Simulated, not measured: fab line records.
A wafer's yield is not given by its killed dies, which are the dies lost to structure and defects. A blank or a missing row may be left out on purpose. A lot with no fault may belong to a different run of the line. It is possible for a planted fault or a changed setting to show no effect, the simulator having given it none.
A struck lot beside a sound one + flow n5-finfet + 34 out of 1938 route steps
Sound: the wafers L349.3, L349.5, L349.6. Struck: wafers L334.1, L334.2, L334.6. The cause is named last.
At each step with rows: each side's tool, then ch and its chambers, then its first start. Under that, the readings that differ: sound wafers + struck wafers + difference of the means + sigmas: that difference in standard deviations of wafers without a fault.
alike: readings with means less than 2 such deviations apart, plus words and numbers identical on both sides. not compared: withheld readings, readings lacking a value on some wafer, bounds such as >300 that could conceal the same value, and numbers that have no deviation in the record and whose values overlap.
The two part at a step that has a row with sigmas, a row that says differs or no value, or rows on one side only. Numbers that have no deviation but don't overlap get no sigmas and don't part them. A reading missing from all wafers of one side parts the sides only when that side holds two or more wafers.

first, 12 steps without rows for these wafers: N5_BEOL_M3_ANNEAL_87 (time 240 s); N5_BEOL_M3_SPUTTER_88 (material Cu, target thk 4.5 nm, time 8.29 s); N5_BEOL_M3_ANNEAL_89 (time 240 s); N5_BEOL_M3_SPUTTER_90 (material Cu, target thk 4.5 nm, time 8.29 s); N5_BEOL_M3_ANNEAL_91 (time 240 s); N5_BEOL_M3_SPUTTER_92 (material Cu, target thk 4.5 nm, time 8.29 s); N5_BEOL_M3_ANNEAL_93 (time 240 s); N5_BEOL_M3_SPUTTER_94 (material Cu, target thk 4.5 nm, time 8.29 s); N5_BEOL_M3_ANNEAL_95 (time 240 s); N5_BEOL_M3_SPUTTER_96 (material Cu, target thk 4.5 nm, time 8.29 s); N5_BEOL_M3_ECD_50 (material Cu, target thk 300 nm); N5_BEOL_M3_ANNEAL_51 (time 90 s).
N5_BEOL_M3_CMP_52: polishes, stops on SiOC, t overpolish 6.8 s, target thk 40 nm.
  sound on cmp-04 ch 0,3, day 13 05:23; struck on cmp-01 ch 0,1,3, day 10 07:07
  alike: barrier-field-endpoint-s, motor-current-A, overpolish-run-s, slurry-flow-ml-min, time-to-endpoint-s
then, 4 steps without rows for these wafers: N5_BEOL_M3_PRE_CLEAN_60 (time 15 s); N5_BEOL_M3_CO_CAP_55 (material Co, precursor CCTBA/H2, target thk 2 nm, time 102.1 s); N5_BEOL_M3_PRE_CLEAN_56 (time 15 s); N5_BEOL_M3_DEP_57 (deposits SiCN from 3MS/NH3, target thk 8 nm, time 14 s).
N5_BEOL_M3_INSPECT_59: inspects for defects (darkfield).
  sound: defect-inspect-01 at day 13 05:56; struck: defect-inspect-01 at day 10 07:44
| reading          | sound    | struck      | difference | sigmas |
|------------------|----------|-------------|------------|--------|
| raw-defect-count | 51 58 46 | 360 358 400 | +321       | +15    |
then, 12 steps without rows for these wafers: N5_BEOL_M4_ILD_DEP_00 (deposits SiOC from DEMS/O2, target thk 79 nm, time 15.3 s); N5_BEOL_M4_PECVD_72 (deposits SiO2 from TEOS/O2, target thk 16 nm, time 18 s); N5_BEOL_M4_HM_DEP_02 (deposits TiN, target thk 20 nm); N5_BEOL_M4_COAT_61 (time 60 s, resist thk 60 nm); N5_BEOL_M4_COAT_62 (time 60 s, resist thk 12 nm); N5_BEOL_M4_COAT_73 (time 60 s, resist thk 5 nm); N5_BEOL_M4_COAT_05 (resist thk 30 nm); N5_BEOL_M4_EBR_07; N5_BEOL_M4_SOFTBAKE_06 (time 60 s); N5_BEOL_M4_EXPOSE_08 (exposes mask M4); N5_BEOL_M4_PEB_09 (peb time 60 s); N5_BEOL_M4_DEVELOP_10 (develop time 30 s).
N5_BEOL_M4_INSPECT_13: inspects for defects (brightfield).
  sound: defect-inspect-01 at day 13 07:15; struck: defect-inspect-02 at day 10 08:56
| reading          | sound       | struck      | difference | sigmas |
|------------------|-------------|-------------|------------|--------|
| raw-defect-count | 410 403 483 | 762 678 904 | +349       | +3     |
then, 1 step without rows for these wafers: N5_BEOL_M4_DESCUM_16 (chemistry O2, time 7 s).
N5_BEOL_M4_RC_MEAS_101:
  sound on prober-02 ch 0, day 13 19:29; struck on prober-01 ch 0, day 10 17:42
| reading       | sound          | struck         | difference | sigmas |
|---------------|----------------|----------------|------------|--------|
| DIBL_P (mV/V) | 39.5 40.5 39.9 | 36.6 36.8 37.0 | -3.2       | -2     |
| SS_P (mV/dec) | 73.9 74.5 73.9 | 72.7 73.1 72.8 | -1.2       | -2     |
  alike: DIBL_N, IOFF_N, IOFF_P, ION_N, ION_P, SS_N, VT_N, VT_P
-- a jump in the record: the struck wafers' starts before and after are 4 days apart (it breaks off in module BEOL_M4 and resumes in module PASSIVATION, where the first step shown is number 1936 of the route) --
N5_PASSIVATION_PROBE_49:
  only the struck wafers here have rows in the record (prober-01, day 14 21:34); the sound ones have none

== WHERE THEY PART ==
Earliest at N5_BEOL_M3_INSPECT_59; latest, in this record, at N5_PASSIVATION_PROBE_49.

WHY: the cause the simulator had injected
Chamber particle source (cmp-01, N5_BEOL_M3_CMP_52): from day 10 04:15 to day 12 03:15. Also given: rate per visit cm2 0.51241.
